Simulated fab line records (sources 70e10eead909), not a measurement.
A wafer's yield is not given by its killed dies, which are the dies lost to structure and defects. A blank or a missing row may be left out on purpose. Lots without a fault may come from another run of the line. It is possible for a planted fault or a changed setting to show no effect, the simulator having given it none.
fab line records -- flow nand_harc
[record] lots = 24, wafers = 72, last_day = 33
route steps=1302 shown A_ONON_D1@433 A_CHANNEL_HOLE_D1@463
lots with no fault: from the same line, run without faults
start_h: hours from the record's first day to the start of the lot's first wafer shown -- wait_h: hours from the lot's prior step to this one -- " repeats the value in the row above -- L1.1+2: a row that stands for several wafers -- - value missing, or start not given -- * or withheld: withheld -- < > ~ a bound
route shown NAME@n: a module of which the file shows steps, and the number in the route of the first -- usual: mean/standard deviation taken from wafers without a fault -- same: alike in all rows -- chamber/n: place in a boat -- sites: each site's reading -- _std_site: the values' standard deviation -- _edge_site: the outer-site mean with the inner-site mean subtracted -- radius_mm: for every site, how far away it sits from the centre of the wafer -- mask NAME#n: copy n -- behind: the last tool/chamber to shape the wafer -- hold: why the lot was held/for how many hours/how that ended -- device: transistor that didn't switch, given as n, p or np -- end of line: tests of these same wafers at the route's end -- for a step that has no rows: nothing shown but its recipe -- killed: at the first sort, the dies lost to defects and structure; wafer yield is something else -- map: dies across one wafer; x = killed, . = not, _ = none there
set.NAME: setting as actually run; set.NAME@STEP: the setting as run at that earlier step -- model.NAME: the simulator's own value behind a step, which no gauge read
a sample of lots followed through the steps of the route, with each step as a table and each wafer as a row
services: the hour from which a tool's chamber was out of use, counted from the record's first day as start_h (under 0 if before that day), plus the number of hours and why
[[steps]]
[step NHARC_A_ONON_D1_THK_MEAS_14]
[recipe] thk_meas_gauge = ellipsometry
[usual] thk_nm = 1000/8.6
lot.wafer,tool,chamber,start_h,wait_h,thk_nm
L074.1,film_metro-02,-,169.81,-,1005
L074.5,film_metro-02,-,169.81,-,1005
L074.6,film_metro-02,-,169.81,-,1006
L075.1,film_metro-01,-,181.05,-,996
L075.4,film_metro-01,-,181.05,-,994
L075.5,film_metro-01,-,181.05,-,995
L076.3,film_metro-02,-,181.05,-,1006
L076.4,film_metro-02,-,181.05,-,1006
L076.6,film_metro-02,-,181.05,-,1005
L078.1,film_metro-02,-,201.89,-,994
L078.3,film_metro-02,-,201.89,-,994
L078.6,film_metro-02,-,201.89,-,994
L077.4,film_metro-02,-,201.90,-,988
L077.5,film_metro-02,-,201.90,-,990
L077.6,film_metro-02,-,201.90,-,990
L079.3,film_metro-02,-,215.62,-,994
L079.4,film_metro-02,-,215.62,-,994
L079.5,film_metro-02,-,215.62,-,994
L081.1,film_metro-01,-,235.13,-,1003
L081.4,film_metro-01,-,235.13,-,1002
L081.6,film_metro-01,-,235.13,-,1002
L080.3,film_metro-02,-,235.13,-,998
L080.4,film_metro-02,-,235.13,-,1001
L080.5,film_metro-02,-,235.13,-,1000
L082.1,film_metro-01,-,244.14,-,1003
L082.3,film_metro-01,-,244.14,-,1001
L082.5,film_metro-01,-,244.14,-,1001
L083.1,film_metro-02,-,260.77,-,1012
L083.2,film_metro-02,-,260.77,-,1014
L083.6,film_metro-02,-,260.77,-,1012
L084.1,film_metro-01,-,274.23,-,1005
L084.5,film_metro-01,-,274.23,-,1003
L084.6,film_metro-01,-,274.23,-,1005
L085.3,film_metro-01,-,282.88,-,1005
L085.5,film_metro-01,-,282.88,-,1006
L085.6,film_metro-01,-,282.88,-,1005
L087.1,film_metro-01,-,291.73,-,1008
L087.5,film_metro-01,-,291.73,-,1009
L087.6,film_metro-01,-,291.73,-,1010
L086.2,film_metro-01,-,291.74,-,995
L086.4,film_metro-01,-,291.74,-,998
L086.6,film_metro-01,-,291.74,-,997
L088.1,film_metro-02,-,309.85,-,999
L088.3,film_metro-02,-,309.85,-,996
L088.6,film_metro-02,-,309.85,-,998
L089.2,film_metro-02,-,309.88,-,1000
L089.3,film_metro-02,-,309.88,-,1000
L089.5,film_metro-02,-,309.88,-,1000
L090.2,film_metro-02,-,326.32,-,1001
L090.3,film_metro-02,-,326.32,-,1004
L090.4,film_metro-02,-,326.32,-,1005
L091.2,film_metro-02,-,337.25,-,1024
L091.5,film_metro-02,-,337.25,-,1022
L091.6,film_metro-02,-,337.25,-,1020
L092.1,film_metro-02,-,343.11,-,994
L092.2,film_metro-02,-,343.11,-,996
L092.5,film_metro-02,-,343.11,-,998
L093.2,film_metro-01,-,353.68,-,987
L093.4,film_metro-01,-,353.68,-,989
L093.5,film_metro-01,-,353.68,-,989
L094.3,film_metro-02,-,359.45,-,1002
L094.4,film_metro-02,-,359.45,-,1005
L094.6,film_metro-02,-,359.45,-,1004
L095.3,film_metro-02,-,391.11,-,991
L095.5,film_metro-02,-,391.11,-,990
L095.6,film_metro-02,-,391.11,-,992
L096.1,film_metro-02,-,391.22,-,996
L096.2,film_metro-02,-,391.22,-,996
L096.5,film_metro-02,-,391.22,-,995
L097.3,film_metro-02,-,406.08,-,980
L097.4,film_metro-02,-,406.08,-,979
L097.5,film_metro-02,-,406.08,-,981
[step NHARC_A_ONON_D1_THK_MEAS_24]
[recipe] thk_meas_gauge = ellipsometry
[usual] thk_nm = 1000/8.3
lot.wafer,tool,chamber,start_h,wait_h,thk_nm
L074.1,film_metro-01,-,178.69,-,986
L074.5,film_metro-01,-,178.69,-,988
L074.6,film_metro-01,-,178.69,-,986
L075.1,film_metro-01,-,189.95,-,1015
L075.4,film_metro-01,-,189.95,-,1015
L075.5,film_metro-01,-,189.95,-,1015
L076.3,film_metro-02,-,189.95,-,1005
L076.4,film_metro-02,-,189.95,-,1003
L076.6,film_metro-02,-,189.95,-,1004
L078.1,film_metro-02,-,211.04,-,1004
L078.3,film_metro-02,-,211.04,-,1004
L078.6,film_metro-02,-,211.04,-,1002
L077.4,film_metro-01,-,211.05,-,992
L077.5,film_metro-01,-,211.05,-,993
L077.6,film_metro-01,-,211.05,-,992
L079.3,film_metro-01,-,224.29,-,1007
L079.4,film_metro-01,-,224.29,-,1008
L079.5,film_metro-01,-,224.29,-,1009
L080.3,film_metro-01,-,244.33,-,1004
L080.4,film_metro-01,-,244.33,-,1004
L080.5,film_metro-01,-,244.33,-,1004
L081.1,film_metro-02,-,244.37,-,1003
L081.4,film_metro-02,-,244.37,-,1004
L081.6,film_metro-02,-,244.37,-,1004
L082.1,film_metro-01,-,254.16,-,990
L082.3,film_metro-01,-,254.16,-,990
L082.5,film_metro-01,-,254.16,-,989
L083.1,film_metro-01,-,269.74,-,989
L083.2,film_metro-01,-,269.74,-,988
L083.6,film_metro-01,-,269.74,-,987
L084.1,film_metro-02,-,284.95,-,998
L084.5,film_metro-02,-,284.95,-,999
L084.6,film_metro-02,-,284.95,-,998
L085.3,film_metro-02,-,293.05,-,999
L085.5,film_metro-02,-,293.05,-,998
L085.6,film_metro-02,-,293.05,-,999
L087.1,film_metro-02,-,300.65,-,989
L087.5,film_metro-02,-,300.65,-,991
L087.6,film_metro-02,-,300.65,-,989
L086.2,film_metro-02,-,300.67,-,995
L086.4,film_metro-02,-,300.67,-,995
L086.6,film_metro-02,-,300.67,-,994
L088.1,film_metro-02,-,321.55,-,1009
L088.3,film_metro-02,-,321.55,-,1008
L088.6,film_metro-02,-,321.55,-,1008
L089.2,film_metro-02,-,321.69,-,997
L089.3,film_metro-02,-,321.69,-,998
L089.5,film_metro-02,-,321.69,-,997
L090.2,film_metro-02,-,337.13,-,1005
L090.3,film_metro-02,-,337.13,-,1007
L090.4,film_metro-02,-,337.13,-,1009
L091.2,film_metro-02,-,347.87,-,1013
L091.5,film_metro-02,-,347.87,-,1012
L091.6,film_metro-02,-,347.87,-,1012
L092.1,film_metro-01,-,352.04,-,991
L092.2,film_metro-01,-,352.04,-,991
L092.5,film_metro-01,-,352.04,-,989
L093.2,film_metro-02,-,362.87,-,1009
L093.4,film_metro-02,-,362.87,-,1007
L093.5,film_metro-02,-,362.87,-,1006
L094.3,film_metro-02,-,368.38,-,999
L094.4,film_metro-02,-,368.38,-,1001
L094.6,film_metro-02,-,368.38,-,998
L095.3,film_metro-02,-,400.07,-,1001
L095.5,film_metro-02,-,400.07,-,1000
L095.6,film_metro-02,-,400.07,-,1002
L096.1,film_metro-02,-,400.08,-,1004
L096.2,film_metro-02,-,400.08,-,1002
L096.5,film_metro-02,-,400.08,-,1003
L097.3,film_metro-02,-,415.31,-,985
L097.4,film_metro-02,-,415.31,-,984
L097.5,film_metro-02,-,415.31,-,984
[step NHARC_A_ONON_D1_THK_MEAS_30]
[recipe] thk_meas_gauge = ellipsometry
[usual] thk_nm = 998/9.1
lot.wafer,tool,chamber,start_h,wait_h,thk_nm
L074.1,film_metro-01,-,179.82,-,999
L074.5,film_metro-01,-,179.82,-,999
L074.6,film_metro-01,-,179.82,-,999
L076.3,film_metro-01,-,191.09,-,999
L076.4,film_metro-01,-,191.09,-,998
L076.6,film_metro-01,-,191.09,-,1002
L075.1,film_metro-01,-,191.23,-,1002
L075.4,film_metro-01,-,191.23,-,1001
L075.5,film_metro-01,-,191.23,-,1002
L078.1,film_metro-01,-,212.16,-,983
L078.3,film_metro-01,-,212.16,-,984
L078.6,film_metro-01,-,212.16,-,984
L077.4,film_metro-02,-,212.17,-,984
L077.5,film_metro-02,-,212.17,-,986
L077.6,film_metro-02,-,212.17,-,987
L079.3,film_metro-02,-,225.43,-,998
L079.4,film_metro-02,-,225.43,-,1001
L079.5,film_metro-02,-,225.43,-,999
L080.3,film_metro-02,-,245.46,-,1003
L080.4,film_metro-02,-,245.46,-,1004
L080.5,film_metro-02,-,245.46,-,1004
L081.1,film_metro-01,-,245.50,-,991
L081.4,film_metro-01,-,245.50,-,993
L081.6,film_metro-01,-,245.50,-,991
L082.1,film_metro-02,-,255.28,-,1010
L082.3,film_metro-02,-,255.28,-,1011
L082.5,film_metro-02,-,255.28,-,1009
L083.1,film_metro-01,-,270.86,-,1009
L083.2,film_metro-01,-,270.86,-,1009
L083.6,film_metro-01,-,270.86,-,1010
L084.1,film_metro-02,-,286.09,-,1005
L084.5,film_metro-02,-,286.09,-,1007
L084.6,film_metro-02,-,286.09,-,1003
L085.3,film_metro-02,-,294.18,-,994
L085.5,film_metro-02,-,294.18,-,994
L085.6,film_metro-02,-,294.18,-,995
L086.2,film_metro-02,-,301.80,-,999
L086.4,film_metro-02,-,301.80,-,999
L086.6,film_metro-02,-,301.80,-,1003
L087.1,film_metro-02,-,301.80,-,994
L087.5,film_metro-02,-,301.80,-,996
L087.6,film_metro-02,-,301.80,-,996
L088.1,film_metro-02,-,322.67,-,992
L088.3,film_metro-02,-,322.67,-,989
L088.6,film_metro-02,-,322.67,-,991
L089.2,film_metro-02,-,322.81,-,993
L089.3,film_metro-02,-,322.81,-,991
L089.5,film_metro-02,-,322.81,-,991
L090.2,film_metro-02,-,338.26,-,1003
L090.3,film_metro-02,-,338.26,-,1002
L090.4,film_metro-02,-,338.26,-,1002
L091.2,film_metro-02,-,349.01,-,996
L091.5,film_metro-02,-,349.01,-,995
L091.6,film_metro-02,-,349.01,-,994
L092.1,film_metro-02,-,353.17,-,1017
L092.2,film_metro-02,-,353.17,-,1016
L092.5,film_metro-02,-,353.17,-,1016
L093.2,film_metro-02,-,364.00,-,992
L093.4,film_metro-02,-,364.00,-,990
L093.5,film_metro-02,-,364.00,-,989
L094.3,film_metro-02,-,369.50,-,994
L094.4,film_metro-02,-,369.50,-,993
L094.6,film_metro-02,-,369.50,-,991
L095.3,film_metro-02,-,401.20,-,1000
L095.5,film_metro-02,-,401.20,-,1001
L095.6,film_metro-02,-,401.20,-,999
L096.1,film_metro-02,-,401.21,-,1011
L096.2,film_metro-02,-,401.21,-,1011
L096.5,film_metro-02,-,401.21,-,1012
L097.3,film_metro-02,-,416.45,-,979
L097.4,film_metro-02,-,416.45,-,978
L097.5,film_metro-02,-,416.45,-,978
[step NHARC_A_ONON_D1_DEP_33]
[recipe] target_thk_a = 2000, temp_c = 400, pressure_torr = 6.5, rf_w = 900, teos_flow_sccm = 161.4, flow_sccm = 2650, target_thk_nm = 200, gas = O2, material = SiO2
[usual] chamber_pressure_Torr = 6.500/0.014, heater_power_w = 601/100, throttle_valve_pct = 16.1/0.49
lot.wafer,tool,chamber,start_h,wait_h,chamber_pressure_Torr,heater_power_w,since_wet_clean_h,throttle_valve_pct
L074.1,pecvd-02,1,179.97,0.1,6.491,540,121,16.2
L074.6,pecvd-02,2,179.97,0.1,6.490,660,-,15.7
L074.5,pecvd-02,0,179.97,0.1,6.503,475,-,15.9
L076.3,pecvd-04,0,191.14,0.1,6.487,688,90,16.1
L076.4,pecvd-04,0,191.14,0.1,6.500,680,-,16.3
L076.6,pecvd-04,2,191.14,0.1,6.510,603,-,15.5
L075.1,pecvd-01,2,191.28,0.1,6.502,504,40,15.6
L075.4,pecvd-01,2,191.28,0.1,6.486,527,-,15.1
L075.5,pecvd-01,0,191.28,0.1,6.485,419,-,17.1
L078.1,pecvd-02,1,212.22,0.1,6.505,581,153,16.5
L078.3,pecvd-02,1,212.22,0.1,6.477,586,-,16.3
L078.6,pecvd-02,0,212.22,0.1,6.506,570,-,16.2
L077.6,pecvd-04,2,212.36,0.2,6.516,734,-,15.6
L077.5,pecvd-04,0,212.36,0.2,6.497,580,-,16.3
L077.4,pecvd-04,1,212.36,0.2,6.513,749,-,16.0
L079.3,pecvd-01,1,225.49,0.1,6.531,613,74,15.9
L079.4,pecvd-01,1,225.49,0.1,6.509,623,-,16.1
L079.5,pecvd-01,2,225.49,0.1,6.483,649,-,15.6
L080.3,pecvd-02,2,245.56,0.1,6.490,601,5,15.5
L080.4,pecvd-02,1,245.56,0.1,6.506,598,-,16.4
L080.5,pecvd-02,2,245.56,0.1,6.504,614,-,15.5
L081.1,pecvd-04,2,245.64,0.1,6.494,727,145,15.6
L081.4,pecvd-04,0,245.64,0.1,6.521,584,-,16.0
L081.6,pecvd-04,2,245.64,0.1,6.497,733,-,15.7
L082.3,pecvd-01,1,255.34,0.1,6.503,534,104,16.0
L082.1,pecvd-01,0,255.34,0.1,6.515,416,104,17.3
L082.5,pecvd-01,2,255.34,0.1,6.514,546,-,15.6
L083.2,pecvd-01,2,270.92,0.1,6.520,632,120,15.5
L083.1,pecvd-01,0,270.92,0.1,6.510,365,120,17.5
L083.6,pecvd-01,0,270.92,0.1,6.493,403,-,17.2
L084.1,pecvd-04,1,286.23,0.1,6.467,714,4,16.2
L084.6,pecvd-04,0,286.23,0.1,6.500,558,-,16.2
L084.5,pecvd-04,1,286.23,0.1,6.488,725,-,16.2
L085.3,pecvd-04,0,294.24,0.1,6.505,591,12,16.2
L085.6,pecvd-04,0,294.24,0.1,6.512,625,-,16.3
L085.5,pecvd-04,2,294.24,0.1,6.514,560,-,15.8
L087.1,pecvd-04,1,301.86,0.1,6.490,770,20,16.7
L087.6,pecvd-04,2,301.86,0.1,6.507,648,-,15.5
L087.5,pecvd-04,0,301.86,0.1,6.507,642,-,16.4
L086.2,pecvd-01,1,301.94,0.1,6.480,570,151,16.2
L086.4,pecvd-01,2,301.94,0.1,6.510,572,-,15.2
L086.6,pecvd-01,1,301.94,0.1,6.484,606,-,16.5
L088.1,pecvd-02,1,322.73,0.1,6.508,549,83,16.8
L088.3,pecvd-02,0,322.73,0.1,6.516,593,83,15.6
L088.6,pecvd-02,1,322.73,0.1,6.517,567,-,16.9
L089.2,pecvd-04,1,322.87,0.1,6.483,685,41,16.2
L089.3,pecvd-04,0,322.87,0.1,6.505,654,41,16.3
L089.5,pecvd-04,2,322.87,0.1,6.525,605,-,15.9
L090.2,pecvd-02,1,338.32,0.1,6.485,476,98,16.8
L090.3,pecvd-02,0,338.32,0.1,6.478,648,98,15.9
L090.4,pecvd-02,0,338.32,0.1,6.503,495,-,15.9
L091.2,pecvd-04,0,349.15,0.1,6.509,505,67,16.4
L091.6,pecvd-04,1,349.15,0.1,6.493,815,-,16.3
L091.5,pecvd-04,0,349.15,0.1,6.496,514,-,16.1
L092.1,pecvd-04,0,353.23,0.1,6.519,626,71,16.2
L092.2,pecvd-04,1,353.23,0.1,6.496,818,71,16.7
L092.5,pecvd-04,2,353.23,0.1,6.476,579,-,15.5
L093.2,pecvd-02,2,364.06,0.1,6.490,627,124,15.9
L093.4,pecvd-02,2,364.06,0.1,6.500,613,-,16.0
L093.5,pecvd-02,1,364.06,0.1,6.504,571,-,16.7
L094.3,pecvd-02,2,369.60,0.1,6.512,563,130,15.9
L094.6,pecvd-02,1,369.60,0.1,6.477,551,-,16.7
L094.4,pecvd-02,0,369.60,0.1,6.483,669,-,16.2
L096.2,pecvd-01,0,401.34,0.1,6.511,422,69,16.8
L096.1,pecvd-01,2,401.34,0.1,6.504,594,69,15.5
L096.5,pecvd-01,2,401.34,0.1,6.499,600,-,15.6
L095.3,pecvd-04,0,401.35,0.1,6.495,525,119,16.3
L095.5,pecvd-04,2,401.35,0.1,6.487,681,-,16.0
L095.6,pecvd-04,0,401.35,0.1,6.489,555,-,16.2
L097.3,pecvd-01,1,416.55,0.1,6.475,686,84,16.2
L097.5,pecvd-01,0,416.55,0.1,6.492,487,-,16.9
L097.4,pecvd-01,1,416.55,0.1,6.486,503,-,16.1
[step NHARC_A_CHANNEL_HOLE_D1_OVL_MEAS_11]
[usual] overlay_x_nm = 0.2/0.69, overlay_y_nm = -0.3/0.9
lot.wafer,tool,chamber,start_h,wait_h,overlay_x_nm,overlay_y_nm
L074.1,overlay-01,-,183.92,-,-1.6,-0.7
L074.5,overlay-01,-,183.92,-,-1.5,0.1
L074.6,overlay-01,-,183.92,-,-1.6,-0.4
L076.3,overlay-01,-,194.69,-,1.0,0.1
L076.4,overlay-01,-,194.69,-,1.3,0.4
L076.6,overlay-01,-,194.69,-,1.5,0.3
L075.1,overlay-01,-,194.98,-,0.7,-1.2
L075.4,overlay-01,-,194.98,-,0.2,-1.4
L075.5,overlay-01,-,194.98,-,0.7,-1.0
L077.4,overlay-02,-,215.71,-,0.3,-1.3
L077.5,overlay-02,-,215.71,-,0.2,-0.8
L077.6,overlay-02,-,215.71,-,0.5,-1.1
L078.1,overlay-01,-,216.85,-,0.1,-0.8
L078.3,overlay-01,-,216.85,-,0.2,-1.1
L078.6,overlay-01,-,216.85,-,-0.1,-1.1
L079.3,overlay-02,-,228.80,-,-0.2,-0.3
L079.4,overlay-02,-,228.80,-,-0.7,0.0
L079.5,overlay-02,-,228.80,-,-0.3,-0.6
L080.3,overlay-01,-,252.13,-,0.8,-1.7
L080.4,overlay-01,-,252.13,-,0.0,-2.1
L080.5,overlay-01,-,252.13,-,0.6,-2.3
L081.1,overlay-02,-,253.93,-,1.3,0.2
L081.4,overlay-02,-,253.93,-,1.4,-0.2
L081.6,overlay-02,-,253.93,-,2.0,-0.6
L082.1,overlay-02,-,260.96,-,0.5,1.2
L082.3,overlay-02,-,260.96,-,0.9,0.8
L082.5,overlay-02,-,260.96,-,0.7,1.7
L083.1,overlay-02,-,275.74,-,0.1,0.5
L083.2,overlay-02,-,275.74,-,0.1,0.5
L083.6,overlay-02,-,275.74,-,0.4,0.2
L084.1,overlay-01,-,289.46,-,0.8,0.6
L084.5,overlay-01,-,289.46,-,1.0,0.8
L084.6,overlay-01,-,289.46,-,0.7,1.0
L085.3,overlay-01,-,300.06,-,0.2,0.0
L085.5,overlay-01,-,300.06,-,0.3,0.0
L085.6,overlay-01,-,300.06,-,0.1,-0.2
L086.2,overlay-02,-,305.29,-,-0.2,-0.1
L086.4,overlay-02,-,305.29,-,-0.4,-0.3
L086.6,overlay-02,-,305.29,-,-0.1,0.4
L087.1,overlay-02,-,307.31,-,1.1,-0.4
L087.5,overlay-02,-,307.31,-,1.0,0.0
L087.6,overlay-02,-,307.31,-,1.2,-0.6
L088.1,overlay-02,-,326.00,-,0.1,0.1
L088.3,overlay-02,-,326.00,-,-0.2,-0.1
L088.6,overlay-02,-,326.00,-,0.1,0.1
L089.2,overlay-01,-,326.28,-,-0.6,-1.4
L089.3,overlay-01,-,326.28,-,-0.5,-1.2
L089.5,overlay-01,-,326.28,-,-0.2,-1.0
L090.2,overlay-02,-,341.61,-,-0.3,-0.8
L090.3,overlay-02,-,341.61,-,-0.3,-0.3
L090.4,overlay-02,-,341.61,-,-0.1,-1.0
L091.2,overlay-02,-,353.72,-,-0.5,-0.8
L091.5,overlay-02,-,353.72,-,-0.5,-0.3
L091.6,overlay-02,-,353.72,-,-1.1,-0.7
L092.1,overlay-02,-,356.62,-,0.2,1.4
L092.2,overlay-02,-,356.62,-,0.4,0.9
L092.5,overlay-02,-,356.62,-,0.1,1.2
L093.2,overlay-01,-,368.68,-,0.3,1.3
L093.4,overlay-01,-,368.68,-,-0.1,1.3
L093.5,overlay-01,-,368.68,-,0.8,0.7
L094.3,overlay-01,-,373.94,-,-0.3,-1.4
L094.4,overlay-01,-,373.94,-,-0.5,-1.3
L094.6,overlay-01,-,373.94,-,-1.2,-1.1
L095.3,overlay-01,-,406.82,-,-0.1,-0.3
L095.5,overlay-01,-,406.82,-,0.8,-0.8
L095.6,overlay-01,-,406.82,-,0.4,-0.8
L096.1,overlay-02,-,407.06,-,-0.3,-0.6
L096.2,overlay-02,-,407.06,-,0.2,-1.1
L096.5,overlay-02,-,407.06,-,0.3,0.0
L097.3,overlay-02,-,419.78,-,0.0,0.8
L097.4,overlay-02,-,419.78,-,0.0,0.6
L097.5,overlay-02,-,419.78,-,0.3,-0.2
[step NHARC_A_CHANNEL_HOLE_D1_ETCH_21]
[recipe] bias_v = 3000, source_w = withheld, pressure_mtorr = 20, time_s = 514.3, ar_flow_sccm = 375, c4f8_flow_sccm = 89.3, o2_flow_sccm = 35.7, temp_c = -20, target_depth_a = 16000, chemistry = C4F8/O2/Ar
[usual] chamber_pressure_mTorr = 19.998/0.019, drypump_motor_current_A = 5.5/0.41, showerhead_plenum_p_Torr = 3.64/0.11, throttle_valve_pct = 32.155/0.0091
lot.wafer,tool,chamber,start_h,wait_h,chamber_pressure_mTorr,drypump_motor_current_A,rf_hours_counter_h,showerhead_plenum_p_Torr,throttle_valve_pct
L074.1,har_etch-01,0,185.71,0.3,20.003,5.2,84,3.53,32.151
L074.6,har_etch-01,1,185.71,0.3,19.987,6.1,-,3.73,32.175
L074.5,har_etch-01,0,185.71,0.3,20.004,5.3,-,3.53,32.168
L076.3,har_etch-02,1,196.55,0.3,20.015,5.8,-,3.58,32.140
L076.4,har_etch-02,0,196.55,0.3,20.006,5.1,-,3.76,32.148
L076.6,har_etch-02,1,196.55,0.3,20.024,5.8,-,3.59,32.149
L075.1,har_etch-01,1,197.91,0.3,19.965,6.1,96,3.73,32.155
L075.4,har_etch-01,0,197.91,0.3,19.991,5.2,-,3.52,32.148
L075.5,har_etch-01,1,197.91,0.3,19.998,6.1,-,3.73,32.138
L077.4,har_etch-01,1,217.56,0.3,19.983,6.1,-,3.72,32.152
L077.5,har_etch-01,1,217.56,0.3,19.990,6.1,-,3.72,32.167
L077.6,har_etch-01,0,217.56,0.3,19.946,5.2,-,3.52,32.166
L078.1,har_etch-02,1,219.89,0.3,19.996,5.8,321,3.58,32.144
L078.3,har_etch-02,0,219.89,0.3,19.951,5.1,-,3.75,32.146
L078.6,har_etch-02,1,219.89,0.3,20.008,5.7,-,3.58,32.149
L079.3,har_etch-01,0,230.65,0.3,20.004,5.2,-,3.51,32.159
L079.4,har_etch-01,1,230.65,0.3,19.992,6.1,-,3.72,32.155
L079.5,har_etch-01,1,230.65,0.3,20.013,6.1,-,3.72,32.177
L080.4,har_etch-02,1,253.99,0.3,19.989,5.8,-,3.57,32.160
L080.3,har_etch-02,0,253.99,0.3,20.008,5.1,-,3.75,32.149
L080.5,har_etch-02,1,253.99,0.3,20.011,5.8,-,3.57,32.148
L081.1,har_etch-01,1,255.73,0.3,19.991,6.1,122,3.71,32.155
L081.4,har_etch-01,1,255.73,0.3,20.012,6.1,-,3.71,32.162
L081.6,har_etch-01,0,255.73,0.3,20.012,5.2,-,3.51,32.154
L082.1,har_etch-02,1,262.76,0.3,20.018,5.8,336,3.57,32.147
L082.3,har_etch-02,0,262.76,0.3,19.988,5.1,-,3.74,32.154
L082.5,har_etch-02,1,262.76,0.3,19.987,5.8,-,3.57,32.154
L083.1,har_etch-02,1,278.10,0.3,19.971,5.7,348,3.56,32.158
L083.2,har_etch-02,0,278.10,0.3,19.987,5.1,348,3.74,32.151
L083.6,har_etch-02,1,278.10,0.3,19.965,5.7,-,3.56,32.156
L084.1,har_etch-02,1,291.44,0.3,20.029,5.7,355,3.56,32.148
L084.5,har_etch-02,0,291.44,0.3,19.998,5.1,-,3.73,32.138
L084.6,har_etch-02,1,291.44,0.3,20.024,5.8,-,3.56,32.149
L085.3,har_etch-01,0,303.66,0.3,20.020,5.2,-,3.49,32.170
L085.5,har_etch-01,0,303.66,0.3,19.975,5.2,-,3.49,32.155
L085.6,har_etch-01,1,303.66,0.3,19.991,6.1,-,3.70,32.153
L086.2,har_etch-02,1,307.72,0.3,19.994,5.8,367,3.55,32.160
L086.4,har_etch-02,1,307.72,0.3,20.008,5.8,-,3.55,32.151
L086.6,har_etch-02,1,307.72,0.3,19.999,5.8,-,3.55,32.147
L087.1,har_etch-02,0,312.00,0.3,19.986,5.1,371,3.73,32.164
L087.5,har_etch-02,1,312.00,0.3,20.012,5.8,-,3.55,32.160
L087.6,har_etch-02,0,312.00,0.3,19.994,5.1,-,3.73,32.139
L088.1,har_etch-02,0,327.82,0.3,19.999,5.0,375,3.72,32.155
L088.3,har_etch-02,1,327.82,0.3,20.007,5.8,-,3.55,32.150
L088.6,har_etch-02,1,327.82,0.3,20.003,5.8,-,3.55,32.162
L089.2,har_etch-01,0,328.34,0.3,19.993,5.2,164,3.49,32.139
L089.3,har_etch-01,1,328.34,0.3,19.964,6.1,-,3.69,32.158
L089.5,har_etch-01,1,328.34,0.3,20.004,6.1,-,3.69,32.150
L090.2,har_etch-01,0,343.33,0.3,20.011,5.2,172,3.48,32.168
L090.4,har_etch-01,0,343.33,0.3,20.026,5.2,-,3.48,32.136
L090.3,har_etch-01,1,343.33,0.3,19.992,6.1,-,3.69,32.139
L091.2,har_etch-02,1,355.48,0.3,20.015,5.8,390,3.54,32.152
L091.6,har_etch-02,0,355.48,0.3,19.954,5.0,-,3.71,32.166
L091.5,har_etch-02,1,355.48,0.3,19.985,5.7,-,3.54,32.150
L092.1,har_etch-01,0,358.41,0.3,20.003,5.2,180,3.48,32.141
L092.2,har_etch-01,1,358.41,0.3,20.001,6.1,180,3.68,32.167
L092.5,har_etch-01,0,358.41,0.3,19.946,5.2,-,3.48,32.149
L093.2,har_etch-01,1,374.39,0.3,19.981,6.1,195,3.67,32.159
L093.4,har_etch-01,0,374.39,0.3,20.013,5.2,-,3.47,32.148
L093.5,har_etch-01,0,374.39,0.3,19.995,5.2,-,3.47,32.167
L094.4,har_etch-02,1,376.09,0.3,19.978,5.8,-,3.53,32.152
L094.3,har_etch-02,0,376.09,0.3,20.027,5.1,-,3.70,32.162
L094.6,har_etch-02,0,376.09,0.3,19.999,5.1,-,3.70,32.166
L095.3,har_etch-01,0,408.88,0.3,20.003,5.3,-,3.47,32.165
L095.5,har_etch-01,0,408.88,0.3,19.988,5.3,-,3.47,32.150
L095.6,har_etch-01,1,408.88,0.3,20.017,6.1,-,3.67,32.150
L096.2,har_etch-02,1,410.76,0.3,20.010,5.8,4,3.93,32.169
L096.1,har_etch-02,0,410.76,0.3,19.998,5.1,4,3.70,32.159
L096.5,har_etch-02,0,410.76,0.3,20.021,5.1,-,3.70,32.160
L097.3,har_etch-02,1,421.86,0.3,20.020,5.7,-,3.93,32.146
L097.4,har_etch-02,0,421.86,0.3,19.989,5.1,-,3.70,32.149
L097.5,har_etch-02,0,421.86,0.3,19.983,5.1,-,3.70,32.149
[[services]]
tool,chamber,start_h,hours,kind
pecvd-02,-,167.24,1.7,repair
pecvd-02,2,204.18,14.1,repair
pecvd-02,-,227.15,13.0,pm
pecvd-04,2,236.93,4.0,repair
pecvd-01,1,268.22,22.6,repair
pecvd-04,-,269.39,13.0,pm
pecvd-04,0,269.39,13.0,vent_cycle
pecvd-04,1,269.39,13.0,vent_cycle
pecvd-04,2,269.39,14.5,vent_cycle
pecvd-04,0,282.39,-,clean
pecvd-04,1,282.39,-,clean
pecvd-01,-,319.14,13.0,pm
pecvd-01,2,374.59,10.6,repair
har_etch-02,-,379.67,17.0,pm
har_etch-02,0,379.67,17.0,vent_cycle
har_etch-02,1,379.67,17.0,vent_cycle
pecvd-04,2,385.57,4.8,repair
pecvd-02,2,390.50,13.8,repair
har_etch-02,0,396.67,-,clean
har_etch-02,0,396.67,-,consumable_replace:focus_ring
har_etch-02,1,396.67,-,clean
har_etch-02,1,396.67,-,consumable_replace:focus_ring
har_etch-02,1,396.67,-,consumable_replace:showerhead
pecvd-02,-,408.15,13.0,pm
[[key]]
fault none
